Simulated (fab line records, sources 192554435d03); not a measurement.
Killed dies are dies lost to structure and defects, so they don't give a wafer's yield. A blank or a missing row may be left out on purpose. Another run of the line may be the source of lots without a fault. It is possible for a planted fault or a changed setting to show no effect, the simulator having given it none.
Which of the tools did it? | flow n5_finfet | 9 lots, 27 wafers sampled, at 6 steps of a route of 1938

== WHAT THE GAUGES READ, wafer by wafer ==
N5_BEOL_M1_THK_MEAS_53: measures by xrf. Usual: for M1_THK the level is 40.5 nm and the standard deviation is 1.7.
lot  | measured     | on            | M1_THK (nm)    | flag
L841 | day 7 04:49  | film_metro-02 | 39.4 41.1 41.7 |
L846 | day 8 00:29  | film_metro-02 | 40.5 40.6 40.7 |
L849 | day 9 11:40  | film_metro-01 | 39.8 40.0 41.1 |
L850 | day 10 14:53 | film_metro-01 | 38.5 40.2 39.7 |
L852 | day 10 06:41 | film_metro-02 | 41.7 40.9 42.0 |
L856 | day 11 07:01 | film_metro-01 | 39.0 38.6 42.8 |
L858 | day 11 16:16 | film_metro-02 | 40.3 41.3 43.1 |
L859 | day 11 10:56 | film_metro-01 | 41.2 39.9 41.8 |
L860 | day 12 02:16 | film_metro-01 | 39.6 41.3 40.7 |

N5_BEOL_M4_RC_MEAS_101. Usual: DIBL_N 36.0 mV/V, standard deviation 1.4; DIBL_P 36.0 mV/V, standard deviation 1.5; IOFF_N 0.160 nA/um, standard deviation 0.026; IOFF_P 0.22 nA/um, standard deviation 0.032; ION_N 674 uA/um, standard deviation 10; ION_P 464 uA/um, standard deviation 6.9; SS_N 71.5 mV/dec, standard deviation 0.56; SS_P 73.3 mV/dec, standard deviation 0.59; VT_N 249.5 mV, standard deviation 2.9; VT_P -249.2 mV, standard deviation 3.
lot  | measured     | on        | DIBL_N (mV/V)  | DIBL_P (mV/V)  | IOFF_N (nA/um)    | IOFF_P (nA/um) | ION_N (uA/um) | ION_P (uA/um) | SS_N (mV/dec)  | SS_P (mV/dec)  | VT_N (mV)         | VT_P (mV)            | flag
L841 | day 9 00:35  | prober-01 | 34.2 36.6 34.5 | 35.0 37.5 35.0 | 0.146 0.176 0.145 | 0.20 0.26 0.21 | 671 676 658   | 458 466 458   | 71.1 71.4 71.5 | 73.5 74.0 73.5 | 250.4 250.2 251.6 | -250.2 -246.2 -249.4 |
L846 | day 10 05:40 | prober-02 | 34.3 35.2 33.6 | 33.8 34.3 32.1 | 0.130 0.140 0.116 | 0.18 0.19 0.16 | 665 666 653   | 461 456 451   | 71.4 71.9 71.0 | 73.0 73.8 72.1 | 254.2 252.9 257.1 | -252.1 -253.2 -256.9 |
L849 | day 12 02:32 | prober-02 | 35.6 38.0 37.7 | 34.9 38.2 38.4 | 0.138 0.181 0.170 | 0.20 0.25 0.25 | 660 688 672   | 460 472 465   | 70.9 71.8 71.3 | 73.2 73.6 73.4 | 250.5 247.7 248.6 | -250.8 -247.1 -249.1 |
L850 | day 12 14:00 | prober-02 | 36.0 35.9 34.5 | 35.5 36.7 33.6 | 0.155 0.156 0.132 | 0.19 0.21 0.17 | 678 681 664   | 460 467 447   | 71.1 71.5 71.5 | 72.9 73.7 72.4 | 249.9 248.9 250.3 | -248.4 -252.1 -255.5 |
L852 | day 12 06:18 | prober-01 | 35.4 36.4 35.7 | 35.2 35.4 35.3 | 0.133 0.146 0.138 | 0.20 0.21 0.22 | 672 672 671   | 464 458 466   | 70.9 71.6 70.9 | 73.1 72.9 73.0 | 252.5 251.4 253.0 | -249.9 -250.0 -249.8 |
L856 | day 13 17:49 | prober-01 | 36.7 35.8 35.5 | 36.3 35.0 35.0 | 0.156 0.146 0.132 | 0.22 0.20 0.19 | 672 675 663   | 460 462 455   | 71.7 71.3 71.2 | 74.0 73.5 73.4 | 248.6 250.2 251.6 | -251.5 -253.3 -255.1 |
L858 | day 13 12:23 | prober-01 | 37.2 40.2 37.8 | 36.4 40.3 37.3 | 0.174 0.250 0.182 | 0.23 0.32 0.25 | 691 692 686   | 470 476 478   | 72.1 72.2 72.6 | 73.7 74.3 73.4 | 247.3 242.1 246.4 | -248.0 -242.5 -244.6 |
L859 | day 14 04:19 | prober-02 | 34.9 36.6 37.7 | 34.5 36.5 38.0 | 0.154 0.198 0.215 | 0.24 0.27 0.29 | 668 701 684   | 468 481 476   | 71.9 71.5 72.0 | 73.2 73.9 74.5 | 248.0 244.7 245.2 | -244.9 -246.3 -243.9 |
L860 | day 13 19:51 | prober-02 | 36.9 32.7 36.4 | 37.2 32.8 36.9 | 0.193 0.125 0.185 | 0.25 0.17 0.23 | 681 667 674   | 468 462 456   | 72.2 71.1 71.6 | 73.8 72.2 74.1 | 246.9 252.0 246.7 | -249.1 -252.9 -248.4 |

== WHICH TOOL RAN EACH LOT (tool, then ch and the chambers of the sampled wafers, then the start) ==
lot  | N5_BEOL_M1_PECVD_72            | N5_BEOL_M1_SPUTTER_88        | N5_BEOL_M1_ANNEAL_95         | N5_BEOL_M1_CMP_52
L841 | pecvd-04 ch 1,2, day 6 13:45   | pvd_sputter-02, day 7 03:08  | pvd_sputter-02, day 7 03:53  | cmp-02 ch 0,1,2, day 7 04:35
L846 | pecvd-02 ch 0,1,2, day 7 15:03 | pvd_sputter-02, day 7 22:49  | pvd_sputter-02, day 7 23:33  | cmp-04 ch 2,3, day 8 00:13
L849 | pecvd-02 ch 0,2, day 8 10:40   | pvd_sputter-02, day 9 10:00  | pvd_sputter-02, day 9 10:44  | cmp-04 ch 1,2,3, day 9 11:27
L850 | pecvd-02 ch 0,1,2, day 9 02:11 | pvd_sputter-03, day 10 13:13 | pvd_sputter-03, day 10 13:58 | cmp-01 ch 0,1,3, day 10 14:43
L852 | pecvd-04 ch 0,2, day 9 07:07   | pvd_sputter-03, day 10 05:01 | pvd_sputter-03, day 10 05:46 | cmp-01 ch 0,1,2, day 10 06:24
L856 | pecvd-02 ch 0,1, day 10 09:32  | pvd_sputter-01, day 11 04:57 | pvd_sputter-01, day 11 05:41 | cmp-02 ch 0,2,3, day 11 06:44
L858 | pecvd-02 ch 0,1, day 10 22:33  | pvd_sputter-01, day 11 14:36 | pvd_sputter-01, day 11 15:20 | cmp-01 ch 0,2,3, day 11 16:03
L859 | pecvd-04 ch 0,1, day 11 01:25  | pvd_sputter-03, day 11 09:16 | pvd_sputter-03, day 11 10:00 | cmp-02 ch 0,1, day 11 10:38
L860 | pecvd-03 ch 0,2, day 11 03:49  | pvd_sputter-03, day 12 00:36 | pvd_sputter-03, day 12 01:20 | cmp-01 ch 0,1, day 12 01:59
- N5_BEOL_M1_PECVD_72: deposits SiO2 from TEOS/O2, target thk 16 nm, time 18 s.
- N5_BEOL_M1_SPUTTER_88: material Cu, target thk 4.5 nm, time 8.29 s.
- N5_BEOL_M1_ANNEAL_95: time 240 s.
- N5_BEOL_M1_CMP_52: polishes, stops on SiOC, t overpolish 6.8 s, target thk 40 nm.

== WHAT THE TOOLS THEMSELVES READ (means of the sampled wafers that have a number; where no wafer has one, the mark that the record gives instead) ==
N5_BEOL_M1_PECVD_72. Usual: chamber_pressure_Torr 5.499 Torr, standard deviation 0.013; heater_power_w 698 W, standard deviation 79; showerhead_plenum_p_Torr 8.78 Torr, standard deviation 0.031; throttle_valve_pct 22.5 %, standard deviation 0.83.
lot  | tool     | chamber_pressure_Torr (Torr) | heater_power_w (W) | showerhead_plenum_p_Torr (Torr) | throttle_valve_pct (%) | flag
L841 | pecvd-04 | 5.501                        | 616                | 8.77                            | 22.0                   |
L846 | pecvd-02 | 5.503                        | 682                | 8.77                            | 22.5                   |
L849 | pecvd-02 | 5.492                        | 741                | 8.78                            | 22.7                   |
L850 | pecvd-02 | 5.510                        | 758                | 8.77                            | 22.7                   |
L852 | pecvd-04 | 5.491                        | 658                | 8.77                            | 22.3                   |
L856 | pecvd-02 | 5.498                        | 698                | 8.80                            | 23.4                   |
L858 | pecvd-02 | 5.495                        | 731                | 8.79                            | 23.6                   |
L859 | pecvd-04 | 5.511                        | 730                | 8.77                            | 22.8                   |
L860 | pecvd-03 | 5.500                        | 791                | 8.80                            | 22.2                   |

N5_BEOL_M1_SPUTTER_88. Usual: chuck_sensor_temp_C -16.2 C, standard deviation 0.38; throttle_valve_pct 29.8 %, standard deviation 0.87.
lot  | tool           | chuck_sensor_temp_C (C) | throttle_valve_pct (%) | flag
L841 | pvd_sputter-02 | -16.5                   | 30.3                   |
L846 | pvd_sputter-02 | -16.2                   | 29.2                   |
L849 | pvd_sputter-02 | -16.2                   | 29.6                   |
L850 | pvd_sputter-03 | -16.1                   | 29.8                   |
L852 | pvd_sputter-03 | -16.1                   | 29.4                   |
L856 | pvd_sputter-01 | -16.1                   | 30.1                   |
L858 | pvd_sputter-01 | -15.9                   | 28.7                   |
L859 | pvd_sputter-03 | -16.2                   | 29.1                   |
L860 | pvd_sputter-03 | -16.0                   | 29.8                   |

N5_BEOL_M1_ANNEAL_95. Usual: heater_power_w reads 818 W (standard deviation 65).
lot  | tool           | heater_power_w (W) | flag
L841 | pvd_sputter-02 | 737                |
L846 | pvd_sputter-02 | 783                |
L849 | pvd_sputter-02 | 744                |
L850 | pvd_sputter-03 | 795                |
L852 | pvd_sputter-03 | 840                |
L856 | pvd_sputter-01 | 794                |
L858 | pvd_sputter-01 | 806                |
L859 | pvd_sputter-03 | 806                |
L860 | pvd_sputter-03 | 804                |

N5_BEOL_M1_CMP_52. Usual: barrier_field_endpoint_s 24.4 s, standard deviation 0.6; clearing_platen_down_force_psi 1.4999 psi, standard deviation 0.0029; motor_current_A 6.0 A, standard deviation 0.83; platen_rpm 50.00 rpm, standard deviation 0.037; slurry_filter_dp_kPa 13.50 kPa, standard deviation 0.14.
lot  | tool   | barrier_field_endpoint_s (s) | clearing_platen_down_force_psi (psi) | motor_current_A (A) | platen_rpm (rpm) | slurry_filter_dp_kPa (kPa) | flag
L841 | cmp-02 | 24.2                         | 1.5006                               | 6.3                 | 50.00            | 13.41                      |
L846 | cmp-04 | 24.7                         | 1.4991                               | 5.7                 | 50.01            | 13.40                      |
L849 | cmp-04 | 24.3                         | 1.4998                               | 6.3                 | 49.99            | 13.52                      |
L850 | cmp-01 | 24.6                         | 1.4986                               | 6.1                 | 49.99            | 13.40                      |
L852 | cmp-01 | 25.0                         | 1.4975                               | 5.7                 | 50.03            | 13.44                      |
L856 | cmp-02 | 20.8                         | 1.5015                               | 6.8                 | 50.02            | 13.53                      | OFF
L858 | cmp-01 | 20.7                         | 1.4998                               | 5.8                 | 49.96            | 13.68                      | OFF
L859 | cmp-02 | 24.9                         | 1.4990                               | 5.1                 | 50.02            | 13.42                      |
L860 | cmp-01 | 25.1                         | 1.5015                               | 6.0                 | 49.95            | 13.41                      |

== THE ANSWER, worked out from the rows above alone ==
Rule: a lot counts as off when the mean over its wafers that have a number is more than 3 standard deviations away from the usual mean. Also off: a lot with no number at a reading for which 4 or more lots have one. The other lots that the step has rows for count as sound. Order of review: gauges by route order, followed by the tools' own readings, for which a lot's mean as printed above is used. The first step at which some lot is off is used, and at that step the reading that is off furthest; a lot without a number counts as furthest.
Off at N5_BEOL_M1_CMP_52 (barrier_field_endpoint_s): L856, L858.
If a tool, at that step or one of the process steps before it, ran each lot that is off and ran no sound lot following the first of them, it fits. Undecided on this evidence; 2 tools fit (pecvd-02 at N5_BEOL_M1_PECVD_72, pvd_sputter-01 at N5_BEOL_M1_SPUTTER_88 and N5_BEOL_M1_ANNEAL_95).

== WHAT THE SIMULATOR PUT IN ==
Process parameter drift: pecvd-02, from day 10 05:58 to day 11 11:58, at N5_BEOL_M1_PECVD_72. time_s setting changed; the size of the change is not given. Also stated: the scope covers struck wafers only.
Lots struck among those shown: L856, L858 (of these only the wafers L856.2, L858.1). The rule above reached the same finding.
